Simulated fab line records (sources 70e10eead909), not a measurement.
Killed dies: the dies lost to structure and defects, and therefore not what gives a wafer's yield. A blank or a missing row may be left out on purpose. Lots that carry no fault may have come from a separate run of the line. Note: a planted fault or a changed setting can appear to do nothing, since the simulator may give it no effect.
fab line records    flow nand-harc
record: lots: 13  wafers: 39  last-day: 33
route steps=1302 shown A_CONTACT@1002 END@1302
lots that met no fault: from a run of the same line without faults
start-h: hours from the record's first day to the start of the lot's first wafer shown    wait-h: time in hours since the lot's previous step    " the same as in the row above    L1.1+2: a single row standing in for several wafers    - no value present, or no start provided    * or withheld: withheld    < > ~ a bound
route shown NAME@n: a module of which the file shows steps, and the number in the route of the first    usual: mean and standard deviation over wafers with no fault    same: alike in all rows    chamber/n: place in a boat    sites: the reading at each site    _std_site: the standard deviation of these    _edge_site: mean of outer sites minus mean of inner sites    radius-mm: how far each site lies from the wafer's centre    mask NAME#n: copy n    behind: the tool/chamber that last shaped the wafer    hold: reason for holding the lot/hours on hold/outcome of the hold    device: whichever transistor did not switch (one of n, p or np)    end of line: the same wafers' tests at the end of the route    step lacking rows: just its recipe    killed: the dies lost at the first sort to structure and to defects; this is not the yield of the wafer    map: a wafer's dies, marking killed ones x, the rest . and places with no die _
set.NAME: the setting that was run; set.NAME@STEP: the one run at that earlier step    model.NAME: the simulator's own value behind a step, which no gauge read
steps of the route over a sample of lots; a table a step, a row a wafer
services: when a tool's chamber went out of use (start-h, in hours from the record's first day, below 0 if earlier), for how many hours, and the reason
== steps ==
step: NHARC_A_CONTACT_ETCH_49
recipe: target-depth-a: 2600  over-etch-frac: 0.3  time-s: 475.3  ion-energy-ev: 200  n2-flow-sccm: 150  h2-flow-sccm: 150  ar-flow-sccm: 0  rf-w: 400  bias-w: 150  chemistry: N2/H2
usual: drypump-motor-current-A: 5.8/0.46  mfc-ar-sccm: 0.016/0.014  oes-product-au: 1.001/0.0096  rf-fwd-power-W: 399.4/1.2  rf-vpp-V: 430.1/2.5  showerhead-plenum-p-Torr: 2.03/0.089  throttle-valve-pct: 14.171/0.0093
lot.wafer  tool         chamber  start-h  wait-h  drypump-motor-current-A  mfc-ar-sccm  oes-product-au  rf-fwd-power-W  rf-hours-counter-h  rf-vpp-V  showerhead-plenum-p-Torr  throttle-valve-pct
L294.3     rie-diel-08  3        499.52   -       5.7                      0            0.998           400.8           16                  430.9     2.07                      14.196
L294.2     "            2        "        "       6.1                      0.035        1.014           397.6           15                  427.3     1.91                      14.159
L294.6     "            0        "        "       6.3                      0.024        0.998           401.1           -                   429.6     1.99                      14.166
L295.1     rie-diel-02  3        508.78   -       4.7                      0.039        0.995           397.9           34                  432.0     2.05                      14.181
L295.4     "            0        "        "       5.2                      0            0.995           398.4           31                  432.0     2.10                      14.175
L295.6     "            3        "        "       4.7                      0.039        1.001           398.5           -                   430.3     2.05                      14.171
L296.3     rie-diel-08  3        509.04   -       5.7                      0            0.996           398.7           17                  432.8     2.07                      14.172
L296.1     "            0        "        "       6.3                      0.024        0.995           400.1           20                  428.6     1.99                      14.171
L296.6     "            2        "        "       6.1                      0.035        1.006           398.1           -                   426.3     1.91                      14.170
L293.3     rie-diel-08  0        509.38   -       6.3                      0.024        0.986           399.5           20                  428.5     1.99                      14.162
L293.6     "            2        "        "       6.1                      0.035        1.005           400.1           -                   426.5     1.91                      14.174
L293.5     "            3        "        "       5.7                      0            0.986           398.2           -                   431.8     2.07                      14.176
L297.4     rie-diel-08  0        536.47   -       6.3                      0.024        1.003           398.1           27                  427.9     1.99                      14.176
L297.3     "            1        "        "       6.0                      0            1.016           397.7           26                  429.9     1.99                      14.173
L297.5     "            0        "        "       6.3                      0.024        1.009           398.3           -                   427.0     1.99                      14.167
L299.2     rie-diel-08  2        564.02   -       6.1                      0.035        1.008           398.9           1                   426.4     1.91                      14.154
L299.3     "            3        "        "       5.7                      0            1.006           400.5           1                   430.1     2.07                      14.174
L299.1     "            0        "        "       6.3                      0.024        1.008           399.7           1                   428.0     1.99                      14.151
L300.2     rie-diel-08  2        571.07   -       6.1                      0.035        0.998           399.9           2                   426.7     1.91                      14.176
L300.3     "            0        "        "       6.3                      0.024        0.996           398.6           2                   430.0     1.99                      14.168
L300.6     "            2        "        "       6.1                      0.035        1.006           396.6           -                   427.1     1.91                      14.162
L301.2     rie-diel-13  1        587.54   -       5.9                      0.016        1.011           400.8           20                  431.9     2.07                      14.162
L301.3     "            2        "        "       5.3                      0.022        1.001           398.3           20                  426.2     1.92                      14.176
L301.4     "            3        "        "       5.4                      0.025        1.022           396.6           -                   434.4     2.21                      14.177
L307.1     rie-diel-08  2        632.47   -       6.1                      0.035        0.864           400.5           13                  428.0     1.90                      14.163
L307.2     "            3        "        "       5.7                      0            0.858           401.0           12                  431.6     2.07                      14.175
L307.6     "            3        "        "       5.7                      0            0.850           400.5           -                   431.0     2.07                      14.167
L308.2     rie-diel-02  0        633.50   -       5.2                      0            0.997           401.9           19                  432.6     2.08                      14.161
L308.5     "            0        "        "       5.2                      0            1.010           400.2           -                   432.8     2.08                      14.171
L308.6     "            1        "        "       6.4                      0.022        0.992           400.4           -                   434.3     2.19                      14.181
L310.1     rie-diel-08  1        663.19   -       6.0                      0            0.834           399.5           14                  429.9     1.98                      14.167
L310.6     "            3        "        "       5.7                      0            0.838           398.7           -                   432.7     2.07                      14.169
L310.5     "            0        "        "       6.3                      0.024        0.848           398.2           -                   428.0     1.98                      14.184
L314.4     rie-diel-02  2        711.01   -       5.4                      0.008        1.001           400.1           46                  430.2     2.01                      14.180
L314.2     "            3        "        "       4.7                      0.039        1.004           397.8           50                  431.3     2.02                      14.178
L314.1     "            1        "        "       6.4                      0.022        0.997           397.7           46                  433.9     2.18                      14.183
L316.1     rie-diel-08  3        720.79   -       5.7                      0            0.993           397.8           23                  431.5     2.06                      14.164
L316.2     "            1        "        "       6.1                      0            0.986           399.9           23                  429.6     1.98                      14.171
L316.5     "            2        "        "       6.1                      0.035        1.006           398.3           -                   426.2     1.90                      14.163
step: NHARC_A_CONTACT_ETCH_111
recipe: source-w: withheld  pressure-mtorr: 20  bias-v: withheld  time-s: 140  target-depth-a: 7000  ar-flow-sccm: withheld  c4f8-flow-sccm: withheld  o2-flow-sccm: withheld  chemistry: C4F8/O2/Ar
lot.wafer  tool             chamber  start-h  wait-h  rf-hours-counter-h
L294.2     har-cap-etch-02  0        501.57   -       80
L294.3     "                1        "        "       -
L294.6     "                0        "        "       -
L295.1     har-cap-etch-03  1        510.46   -       41
L295.4     "                1        "        "       -
L295.6     "                1        "        "       -
L296.1     har-cap-etch-02  0        510.81   -       82
L296.3     "                0        "        "       -
L296.6     "                1        "        "       -
L293.3     har-cap-etch-03  1        513.10   -       -
L293.5     "                1        "        "       -
L293.6     "                0        "        "       -
L297.3     har-cap-etch-03  1        538.18   -       -
L297.4     "                0        "        "       -
L297.5     "                1        "        "       -
L299.1     har-cap-etch-01  0        565.67   -       8
L299.2     "                1        "        "       8
L299.3     "                1        "        "       -
L300.2     har-cap-etch-03  0        573.08   -       52
L300.3     "                1        "        "       -
L300.6     "                1        "        "       -
L301.2     har-cap-etch-03  0        589.48   -       56
L301.3     "                0        "        "       -
L301.4     "                1        "        "       -
L307.2     har-cap-etch-02  1        634.13   -       107
L307.1     "                0        "        "       107
L307.6     "                0        "        "       -
L308.2     har-cap-etch-01  0        635.17   -       23
L308.5     "                0        "        "       -
L308.6     "                1        "        "       -
L310.1     har-cap-etch-01  0        664.75   -       27
L310.6     "                0        "        "       -
L310.5     "                1        "        "       -
L314.2     har-cap-etch-03  1        712.67   -       79
L314.1     "                0        "        "       79
L314.4     "                0        "        "       -
L316.2     har-cap-etch-03  0        722.41   -       82
L316.1     "                1        "        "       82
L316.5     "                1        "        "       -
step: NHARC_A_CONTACT_ETCH_115
recipe: source-w: withheld  pressure-mtorr: 20  bias-v: 3000  time-s: 190  target-depth-a: 18500  ar-flow-sccm: withheld  c4f8-flow-sccm: withheld  o2-flow-sccm: withheld  chemistry: C4F8/O2/Ar
lot.wafer  tool             chamber  start-h  wait-h  rf-hours-counter-h
L294.2     har-cap-etch-02  0        502.28   0.1     81
L294.3     "                1        "        "       -
L294.6     "                0        "        "       -
L295.1     har-cap-etch-03  1        511.18   0.1     42
L295.4     "                1        "        "       -
L295.6     "                1        "        "       -
L296.1     har-cap-etch-02  0        511.53   0.1     83
L296.3     "                0        "        "       -
L296.6     "                1        "        "       -
L293.3     har-cap-etch-03  1        513.80   0.1     -
L293.5     "                1        "        "       -
L293.6     "                0        "        "       -
L297.3     har-cap-etch-03  1        538.88   0.1     -
L297.4     "                0        "        "       -
L297.5     "                1        "        "       -
L299.1     har-cap-etch-01  0        566.38   0.1     8
L299.2     "                1        "        "       8
L299.3     "                1        "        "       -
L300.2     har-cap-etch-03  0        573.79   0.1     53
L300.3     "                1        "        "       -
L300.6     "                1        "        "       -
L301.2     har-cap-etch-03  0        590.19   0.1     57
L301.3     "                0        "        "       -
L301.4     "                1        "        "       -
L307.2     har-cap-etch-02  1        634.85   0.1     107
L307.1     "                0        "        "       107
L307.6     "                0        "        "       -
L308.2     har-cap-etch-01  0        635.88   0.1     24
L308.5     "                0        "        "       -
L308.6     "                1        "        "       -
L310.1     har-cap-etch-01  0        665.47   0.1     28
L310.6     "                0        "        "       -
L310.5     "                1        "        "       -
L314.2     har-cap-etch-03  1        713.38   0.1     80
L314.1     "                0        "        "       80
L314.4     "                0        "        "       -
L316.2     har-cap-etch-03  0        723.12   0.1     82
L316.1     "                1        "        "       82
L316.5     "                1        "        "       -
step: NHARC_A_CONTACT_ETCH_118
recipe: source-w: withheld  pressure-mtorr: 20  bias-v: 3000  time-s: 190  target-depth-a: 18500  ar-flow-sccm: withheld  c4f8-flow-sccm: withheld  o2-flow-sccm: withheld  chemistry: C4F8/O2/Ar
lot.wafer  tool             chamber  start-h  wait-h  rf-hours-counter-h
L294.2     har-cap-etch-02  0        502.79   0.1     81
L294.3     "                1        "        "       -
L294.6     "                0        "        "       -
L295.1     har-cap-etch-03  1        511.68   0.1     42
L295.4     "                1        "        "       -
L295.6     "                1        "        "       -
L296.1     har-cap-etch-02  0        512.04   0.1     83
L296.3     "                0        "        "       -
L296.6     "                1        "        "       -
L293.3     har-cap-etch-03  1        514.32   0.1     -
L293.5     "                1        "        "       -
L293.6     "                0        "        "       -
L297.3     har-cap-etch-03  1        539.39   0.1     -
L297.4     "                0        "        "       -
L297.5     "                1        "        "       -
L299.1     har-cap-etch-01  0        566.90   0.1     9
L299.2     "                1        "        "       9
L299.3     "                1        "        "       -
L300.2     har-cap-etch-03  0        574.29   0.1     53
L300.3     "                1        "        "       -
L300.6     "                1        "        "       -
L301.2     har-cap-etch-03  0        590.71   0.1     57
L301.3     "                0        "        "       -
L301.4     "                1        "        "       -
L307.2     har-cap-etch-02  1        635.36   0.1     108
L307.1     "                0        "        "       108
L307.6     "                0        "        "       -
L308.2     har-cap-etch-01  0        636.39   0.1     25
L308.5     "                0        "        "       -
L308.6     "                1        "        "       -
L310.1     har-cap-etch-01  0        665.98   0.1     29
L310.6     "                0        "        "       -
L310.5     "                1        "        "       -
L314.2     har-cap-etch-03  1        713.89   0.1     80
L314.1     "                0        "        "       80
L314.4     "                0        "        "       -
L316.2     har-cap-etch-03  0        723.63   0.1     83
L316.1     "                1        "        "       83
L316.5     "                1        "        "       -
step: NHARC_END_SORT_01
recipe: temp-c: 25
usual: killed-at-array: 46/16  killed-at-other: 0.9/1.3  killed-at-periphery: 4.1/3  killed-dies: 51/17  killed-open: 3.5/1.8  killed-short: 2.5/1.8
same: gross-dies: 677
lot.wafer  tool       chamber  start-h  wait-h  hold                      killed-at-array  killed-at-other  killed-at-periphery  killed-dies  killed-open  killed-short
L294.2     prober-01  0        572.01   2.8     -                         81               1                2                    84           5            1
L294.3     prober-01  0        572.82   3.1     -                         72               0                1                    73           3            1
L294.6     prober-01  0        575.24   4.0     -                         66               0                5                    71           4            2
L296.1     prober-01  0        580.01   2.5     -                         45               0                7                    52           4            0
L296.3     prober-01  0        581.62   3.1     -                         34               2                7                    43           8            3
L296.6     prober-01  0        584.03   4.0     -                         43               2                0                    45           4            1
L293.3     prober-02  0        581.60   3.1     -                         18               3                4                    25           4            1
L293.5     prober-02  0        583.20   3.7     -                         36               1                11                   48           5            4
L293.6     prober-02  0        583.99   4.0     -                         32               1                10                   43           7            3
L295.1     prober-02  0        587.76   2.5     -                         43               0                3                    46           4            4
L295.4     prober-02  0        590.11   3.3     -                         37               0                4                    41           5            4
L295.6     prober-02  0        591.67   3.9     -                         35               8                3                    46           6            2
L297.3     prober-01  0        610.03   3.1     -                         41               1                5                    47           2            1
L297.4     prober-01  0        610.84   3.4     -                         44               1                9                    54           7            3
L297.5     prober-01  0        611.64   3.7     -                         64               1                7                    72           4            0
L299.1     prober-01  0        636.60   2.5     -                         37               0                0                    37           6            2
L299.2     prober-01  0        637.38   2.8     -                         21               0                3                    24           3            1
L299.3     prober-01  0        638.17   3.1     -                         38               1                0                    39           5            5
L300.2     prober-02  0        643.20   2.8     -                         34               0                1                    35           1            2
L300.3     prober-02  0        644.01   3.1     -                         44               0                1                    45           5            4
L300.6     prober-02  0        646.44   4.0     -                         34               0                2                    36           1            3
L301.2     prober-02  0        659.54   2.8     -                         41               2                8                    51           4            1
L301.3     prober-02  0        660.34   3.1     -                         38               0                7                    45           3            3
L301.4     prober-02  0        661.14   3.4     -                         42               2                4                    48           2            1
L307.1     prober-02  0        705.65   2.5     await-dispo/2.1h/release  103              0                1                    104          3            2
L307.2     prober-02  0        706.47   2.8     await-dispo/2.1h/release  61               0                7                    68           6            3
L307.6     prober-02  0        709.72   4.1     await-dispo/2.1h/release  71               2                6                    79           2            2
L308.2     prober-01  0        706.46   2.8     -                         46               0                3                    49           4            2
L308.5     prober-01  0        708.88   3.7     -                         38               0                8                    46           6            4
L308.6     prober-01  0        709.69   4.0     -                         36               0                1                    37           0            6
L310.1     prober-01  0        742.19   2.5     await-dispo/2.5h/release  75               1                3                    79           1            2
L310.5     prober-01  0        745.33   3.6     await-dispo/2.5h/release  72               0                3                    75           2            2
L310.6     prober-01  0        746.12   3.9     await-dispo/2.5h/release  56               0                5                    61           3            2
L314.1     prober-02  0        783.11   2.5     -                         46               2                8                    56           3            5
L314.2     prober-02  0        783.91   2.8     -                         43               5                9                    57           3            5
L314.4     prober-02  0        785.49   3.4     -                         60               2                6                    68           3            6
L316.1     prober-01  0        790.91   2.5     -                         36               2                5                    43           0            7
L316.2     prober-01  0        791.72   2.8     -                         51               0                1                    52           2            1
L316.5     prober-01  0        794.13   3.7     -                         50               0                3                    53           5            4
killed by level:class
L294.2 A_CHANNEL_HOLE_D2:chamber-film-flake=31 A_SLIT:chamber-film-flake=22 A_CHANNEL_HOLE_D1:chamber-film-flake=14 A_ONON_D1:geometric-particle:open=3 A_ZERO_WELL:chamber-film-flake=3 A_CONTACT:chamber-film-flake=3 P_GATE:geometric-particle:open=1 A_ONON_D2:geometric-particle:short=1
L294.3 A_CHANNEL_HOLE_D2:chamber-film-flake=25 A_SLIT:chamber-film-flake=25 A_CHANNEL_HOLE_D1:chamber-film-flake=16 A_WL_FILL:chamber-film-flake=2 P_CONTACT:geometric-particle:open=1 A_SOURCE_PLATE:geometric-particle:short=1 A_SOURCE_PLATE:geometric-particle:open=1 A_M0:geometric-particle:open=1
L294.6 A_SLIT:chamber-film-flake=26 A_CHANNEL_HOLE_D1:chamber-film-flake=13 A_CHANNEL_HOLE_D2:chamber-film-flake=11 A_CONTACT:unspecified=3 P_ZERO_WELL:chamber-film-flake=2 P_M1:chamber-film-flake=2 A_CONTACT:chamber-film-flake=2 A_CHANNEL_FILL_D1:geometric-particle:short=1
L296.1 A_SLIT:chamber-film-flake=27 A_CHANNEL_HOLE_D2:chamber-film-flake=7 P_CONTACT:chamber-film-flake=3 A_CHANNEL_HOLE_D1:chamber-film-flake=3 A_STAIRCASE:chamber-film-flake=3 A_CONTACT:chamber-film-flake=3 P_M0:geometric-particle:open=2 P_CONTACT:geometric-particle:open=1
L293.3 A_CHANNEL_HOLE_D2:chamber-film-flake=6 A_STAIRCASE:chamber-film-flake=3 THIN_TSV:chamber-film-flake=3 P_M1:chamber-film-flake=2 P_BONDPAD:chamber-film-flake=2 A_SOURCE_PLATE:geometric-particle:open=1 A_ONON_D1:geometric-particle:open=1 A_WL_FILL:geometric-particle:open=1
L296.3 A_SLIT:chamber-film-flake=13 A_CHANNEL_HOLE_D2:chamber-film-flake=6 P_CONTACT:chamber-film-flake=4 P_CONTACT:geometric-particle:open=2 A_DECK1_JOINT:geometric-particle:open=2 A_CONTACT:chamber-film-flake=2 THIN_TSV:chamber-film-flake=2 A_ONON_D1:geometric-particle:short=1
L293.5 A_CHANNEL_HOLE_D2:chamber-film-flake=7 A_STAIRCASE:chamber-film-flake=6 A_CONTACT:chamber-film-flake=5 P_M1:chamber-film-flake=4 P_BONDPAD:chamber-film-flake=4 A_CHANNEL_FILL_D1:chamber-film-flake=3 A_WL_FILL:chamber-film-flake=3 A_ONON_D1:geometric-particle:open=2
L293.6 A_CHANNEL_HOLE_D2:chamber-film-flake=11 A_STAIRCASE:chamber-film-flake=6 A_CONTACT:chamber-film-flake=4 P_BONDPAD:chamber-film-flake=3 P_CONTACT:geometric-particle:open=2 A_CONTACT:geometric-particle:open=2 P_M1:chamber-film-flake=2 P_M1:geometric-particle:open=1
L296.6 A_SLIT:chamber-film-flake=18 A_CHANNEL_HOLE_D2:chamber-film-flake=12 A_STAIRCASE:chamber-film-flake=4 A_CHANNEL_HOLE_D1:chamber-film-flake=2 THIN_TSV:chamber-film-flake=2 A_DECK1_JOINT:geometric-particle:open=1 A_STAIRCASE:geometric-particle:open=1 A_WL_FILL:geometric-particle:short=1
L295.1 A_CHANNEL_HOLE_D2:chamber-film-flake=28 A_CONTACT:chamber-film-flake=3 A_SGD_CUT:geometric-particle:short=2 A_ZERO_WELL:chamber-film-flake=2 A_CHANNEL_HOLE_D1:chamber-film-flake=2 A_M0:chamber-film-flake=2 P_GATE:geometric-particle:open=1 P_M0:geometric-particle:open=1
L295.4 A_CHANNEL_HOLE_D2:chamber-film-flake=20 A_STAIRCASE:chamber-film-flake=3 A_ONON_D1:geometric-particle:short=2 A_CONTACT:geometric-particle:open=2 P_STI:chamber-film-flake=2 A_DECK1_JOINT:chamber-film-flake=2 P_GATE:geometric-particle:short=1 P_M0:geometric-particle:open=1
L295.6 A_CHANNEL_HOLE_D2:chamber-film-flake=20 THIN_TSV:chamber-film-flake=7 A_M0:chamber-film-flake=3 A_CHANNEL_FILL_D2:chamber-film-flake=2 A_STAIRCASE:chamber-film-flake=2 A_WL_FILL:chamber-film-flake=2 P_CONTACT:geometric-particle:open=1 P_M2:geometric-particle:open=1
L297.3 A_CHANNEL_HOLE_D1:chamber-film-flake=21 A_CHANNEL_HOLE_D2:chamber-film-flake=15 P_CONTACT:chamber-film-flake=2 A_CONTACT:chamber-film-flake=2 P_CONTACT:geometric-particle:open=1 P_M0:geometric-particle:open=1 A_CHANNEL_FILL_D1:geometric-particle:short=1 P_ZERO_WELL:chamber-film-flake=1
L297.4 A_CHANNEL_HOLE_D1:chamber-film-flake=16 A_CHANNEL_HOLE_D2:chamber-film-flake=9 A_STAIRCASE:chamber-film-flake=6 A_CONTACT:chamber-film-flake=6 P_M0:geometric-particle:open=3 P_CONTACT:chamber-film-flake=3 A_DECK1_JOINT:geometric-particle:short=2 P_ZERO_WELL:chamber-film-flake=2
L297.5 A_CHANNEL_HOLE_D2:chamber-film-flake=27 A_CHANNEL_HOLE_D1:chamber-film-flake=22 A_CONTACT:chamber-film-flake=6 P_CONTACT:chamber-film-flake=4 A_CONTACT:geometric-particle:open=2 A_CHANNEL_FILL_D1:chamber-film-flake=2 A_WL_FILL:chamber-film-flake=2 P_M0:geometric-particle:open=1
L299.1 A_CHANNEL_HOLE_D2:chamber-film-flake=11 A_CONTACT:chamber-film-flake=6 A_BLC:chamber-film-flake=6 A_CHANNEL_HOLE_D1:chamber-film-flake=3 A_M0:geometric-particle:open=2 A_ZERO_WELL:chamber-film-flake=2 A_DECK1_JOINT:geometric-particle:short=1 A_DECK1_JOINT:geometric-particle:open=1
L299.2 A_CHANNEL_HOLE_D2:chamber-film-flake=7 A_CONTACT:chamber-film-flake=5 P_ZERO_WELL:chamber-film-flake=2 A_BLC:chamber-film-flake=2 P_CONTACT:geometric-particle:open=1 A_ONON_D2:geometric-particle:open=1 A_WL_FILL:geometric-particle:short=1 A_WL_FILL:geometric-particle:open=1
L299.3 A_CHANNEL_HOLE_D2:chamber-film-flake=14 A_CONTACT:chamber-film-flake=7 A_BLC:chamber-film-flake=4 A_DECK1_JOINT:geometric-particle:short=2 A_M0:geometric-particle:open=2 A_ZERO_WELL:chamber-film-flake=2 A_ONON_D1:geometric-particle:short=1 A_ONON_D2:geometric-particle:open=1
L300.2 A_CHANNEL_HOLE_D2:chamber-film-flake=22 A_STAIRCASE:chamber-film-flake=5 A_CHANNEL_HOLE_D1:chamber-film-flake=2 P_STI:geometric-particle:short=1 A_WL_FILL:geometric-particle:short=1 A_WL_FILL:geometric-particle:open=1 A_DECK1_JOINT:chamber-film-flake=1 A_SLIT:chamber-film-flake=1
L300.3 A_CHANNEL_HOLE_D2:chamber-film-flake=32 A_M0:geometric-particle:open=2 P_CONTACT:geometric-particle:short=1 A_SOURCE_PLATE:geometric-particle:open=1 A_CHANNEL_HOLE_D2:geometric-particle:short=1 A_CHANNEL_FILL_D2:geometric-particle:open=1 A_CHANNEL_FILL_D2:geometric-particle:short=1 A_CONTACT:geometric-particle:open=1
L300.6 A_CHANNEL_HOLE_D2:chamber-film-flake=22 A_CHANNEL_HOLE_D1:chamber-film-flake=3 A_STAIRCASE:chamber-film-flake=3 P_GATE:geometric-particle:short=1 A_DECK1_JOINT:geometric-particle:short=1 A_ONON_D2:geometric-particle:short=1 A_CONTACT:geometric-particle:open=1 P_M2:chamber-film-flake=1
L301.2 A_CHANNEL_HOLE_D1:chamber-film-flake=26 A_CHANNEL_HOLE_D2:chamber-film-flake=7 P_M2:chamber-film-flake=6 A_SLIT:chamber-film-flake=2 A_CHANNEL_HOLE_D1:geometric-particle:open=1 A_CHANNEL_FILL_D1:geometric-particle:open=1 A_ONON_D2:geometric-particle:open=1 A_WL_FILL:geometric-particle:short=1
L301.3 A_CHANNEL_HOLE_D1:chamber-film-flake=20 A_CHANNEL_HOLE_D2:chamber-film-flake=10 P_M2:chamber-film-flake=4 P_M0:chamber-film-flake=2 A_CHANNEL_HOLE_D1:geometric-particle:short=1 A_DECK1_JOINT:geometric-particle:open=1 A_DECK1_JOINT:geometric-particle:short=1 A_ONON_D2:geometric-particle:short=1
L301.4 A_CHANNEL_HOLE_D1:chamber-film-flake=26 A_CHANNEL_HOLE_D2:chamber-film-flake=9 P_M2:chamber-film-flake=3 A_DECK1_JOINT:chamber-film-flake=2 THIN_TSV:chamber-film-flake=2 A_SOURCE_PLATE:geometric-particle:open=1 A_WL_FILL:geometric-particle:short=1 A_M0:geometric-particle:open=1
L307.1 A_CONTACT:area-etch=42 A_SLIT:chamber-film-flake=33 A_CHANNEL_HOLE_D1:chamber-film-flake=8 A_CONTACT:chamber-film-flake=4 A_BLC:chamber-film-flake=4 A_ZERO_WELL:chamber-film-flake=2 A_STAIRCASE:chamber-film-flake=2 A_WL_FILL:chamber-film-flake=2
L308.2 A_CHANNEL_HOLE_D2:chamber-film-flake=18 A_CHANNEL_HOLE_D1:chamber-film-flake=10 A_SLIT:chamber-film-flake=5 P_ZERO_WELL:chamber-film-flake=2 A_CHANNEL_FILL_D2:chamber-film-flake=2 A_SGD_CUT:chamber-film-flake=2 A_CONTACT:chamber-film-flake=2 A_ONON_D1:geometric-particle:open=1
L307.2 A_CONTACT:area-etch=19 A_SLIT:chamber-film-flake=17 A_CHANNEL_HOLE_D1:chamber-film-flake=11 A_CONTACT:chamber-film-flake=5 P_GATE:geometric-particle:open=2 P_BONDPAD:chamber-film-flake=2 A_ZERO_WELL:chamber-film-flake=2 A_CHANNEL_FILL_D1:chamber-film-flake=2
L308.5 A_CHANNEL_HOLE_D2:chamber-film-flake=19 P_GATE:chamber-film-flake=6 A_CHANNEL_HOLE_D1:chamber-film-flake=3 A_SLIT:chamber-film-flake=3 A_WL_FILL:geometric-particle:short=2 P_GATE:geometric-particle:open=1 A_ONON_D1:geometric-particle:short=1 A_CHANNEL_HOLE_D1:geometric-particle:open=1
L308.6 A_CHANNEL_HOLE_D2:chamber-film-flake=17 A_CHANNEL_HOLE_D1:chamber-film-flake=8 A_STAIRCASE:chamber-film-flake=3 A_WL_FILL:geometric-particle:short=2 A_CONTACT:chamber-film-flake=2 P_GATE:geometric-particle:short=1 A_ONON_D1:geometric-particle:short=1 A_CHANNEL_FILL_D1:geometric-particle:short=1
L307.6 A_SLIT:chamber-film-flake=25 A_CONTACT:area-etch=19 A_CHANNEL_HOLE_D1:chamber-film-flake=9 A_CONTACT:chamber-film-flake=6 A_STAIRCASE:chamber-film-flake=4 P_ZERO_WELL:chamber-film-flake=2 P_BONDPAD:chamber-film-flake=2 A_CHANNEL_FILL_D1:chamber-film-flake=2
L310.1 A_CONTACT:area-etch=42 A_CHANNEL_HOLE_D1:chamber-film-flake=8 A_CHANNEL_HOLE_D2:chamber-film-flake=8 A_STAIRCASE:chamber-film-flake=6 A_WL_FILL:chamber-film-flake=5 A_SLIT:chamber-film-flake=2 P_M1:geometric-particle:short=1 A_CHANNEL_HOLE_D2:geometric-particle:open=1
L310.5 A_CONTACT:area-etch=33 A_STAIRCASE:chamber-film-flake=10 A_CHANNEL_HOLE_D2:chamber-film-flake=7 A_CHANNEL_HOLE_D1:chamber-film-flake=6 A_CONTACT:chamber-film-flake=4 A_WL_FILL:chamber-film-flake=3 A_WL_FILL:geometric-particle:short=2 A_M0:geometric-particle:open=2
L310.6 A_CONTACT:area-etch=19 A_CHANNEL_HOLE_D1:chamber-film-flake=11 A_STAIRCASE:chamber-film-flake=8 A_SLIT:chamber-film-flake=7 P_GATE:chamber-film-flake=3 A_CHANNEL_HOLE_D2:chamber-film-flake=3 A_CONTACT:chamber-film-flake=3 P_M1:geometric-particle:open=1
L314.1 A_SLIT:chamber-film-flake=28 P_STI:chamber-film-flake=4 A_CONTACT:chamber-film-flake=4 A_M0:chamber-film-flake=3 A_STAIRCASE:chamber-film-flake=3 P_CONTACT:geometric-particle:short=2 A_CHANNEL_FILL_D1:geometric-particle:short=2 THIN_TSV:chamber-film-flake=2
L314.2 A_SLIT:chamber-film-flake=21 A_M0:chamber-film-flake=7 A_CONTACT:chamber-film-flake=4 THIN_TSV:chamber-film-flake=4 P_STI:chamber-film-flake=3 A_CHANNEL_HOLE_D1:unspecified=3 A_DECK1_JOINT:chamber-film-flake=2 A_STAIRCASE:chamber-film-flake=2
L314.4 A_SLIT:chamber-film-flake=31 A_CONTACT:chamber-film-flake=13 A_M0:chamber-film-flake=4 A_SOURCE_PLATE:geometric-particle:short=2 A_WL_FILL:geometric-particle:short=2 P_ZERO_WELL:chamber-film-flake=2 P_CONTACT:chamber-film-flake=2 THIN_TSV:chamber-film-flake=2
L316.1 A_CHANNEL_HOLE_D2:chamber-film-flake=16 A_SLIT:chamber-film-flake=7 A_CONTACT:chamber-film-flake=6 P_ZERO_WELL:chamber-film-flake=3 A_WL_FILL:geometric-particle:short=2 THIN_TSV:chamber-film-flake=2 P_M0:geometric-particle:short=1 P_M1:geometric-particle:short=1
L316.2 A_CHANNEL_HOLE_D2:chamber-film-flake=25 A_SLIT:chamber-film-flake=8 A_CONTACT:chamber-film-flake=7 A_STAIRCASE:chamber-film-flake=6 A_ONON_D1:geometric-particle:open=2 P_CONTACT:geometric-particle:short=1 A_CHANNEL_HOLE_D1:chamber-film-flake=1 A_SGD_CUT:chamber-film-flake=1
L316.5 A_CHANNEL_HOLE_D2:chamber-film-flake=29 A_CONTACT:chamber-film-flake=5 A_ONON_D2:geometric-particle:short=3 A_STAIRCASE:chamber-film-flake=3 A_M0:geometric-particle:open=2 A_DECK1_JOINT:chamber-film-flake=2 A_SGD_CUT:chamber-film-flake=2 P_GATE:geometric-particle:short=1
== services ==
tool             chamber  start-h  hours  kind
rie-diel-08      0        475.54   -      clean
rie-diel-08      1        475.54   -      clean
rie-diel-08      2        475.54   -      clean
rie-diel-08      3        475.54   -      clean
rie-diel-02      2        477.98   4.5    repair
rie-diel-02      2        488.79   12.6   repair
har-cap-etch-01  -        497.00   17.0   pm
har-cap-etch-01  0        497.00   17.0   vent-cycle
har-cap-etch-01  1        497.00   17.0   vent-cycle
rie-diel-02      0        499.98   5.0    repair
rie-diel-08      0        500.23   -      clean
rie-diel-08      1        500.23   -      clean
rie-diel-08      2        500.23   -      clean
rie-diel-13      -        521.23   9.0    pm
rie-diel-08      -        544.80   9.0    pm
rie-diel-08      1        569.57   13.0   repair
rie-diel-02      -        570.85   9.0    pm
rie-diel-13      0        585.30   4.4    repair
har-cap-etch-02  -        651.24   0.8    repair
rie-diel-08      3        681.75   2.5    repair
har-cap-etch-02  -        692.09   0.7    repair
rie-diel-13      -        698.23   9.0    pm
rie-diel-13      3        717.44   7.6    repair
rie-diel-08      -        721.96   9.0    pm
== key ==
first-sign: step: NHARC_A_CONTACT_ETCH_49  reading: oes-product-au  direction: down  sigmas: 16  usual: 1.001  struck: 0.849
effect: step: NHARC_END_SORT_01  reading: killed-at-array  direction: up  sigmas: 1.6  usual: 46  struck: 73  wafers-moved: 3
more-kills-born-at: NHARC_A_CONTACT_ETCH_49@rie-diel-08: 174
met-at NHARC_A_CONTACT_ETCH_49
struck-lots L307,L310
tester-left-out L307,L310
not-acting-at NHARC_A_CONTACT_ETCH_111,NHARC_A_CONTACT_ETCH_115,NHARC_A_CONTACT_ETCH_118
onset-between 571.07 632.47
fault: kind: process-parameter-drift  tool: rie-diel-08  chamber: -  onset-h: 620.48  steps: NHARC_A_CONTACT_ETCH_49  channel: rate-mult  offset: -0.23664  shape: step  end-h: 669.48
tester-left-out: of these lots the tester's yield and bins aren't shown, on N5 and GAA mostly nor the transistor test; their killed dies are dies lost to structure and defects alone, not to doping, threshold or leakage, so they don't give the yield
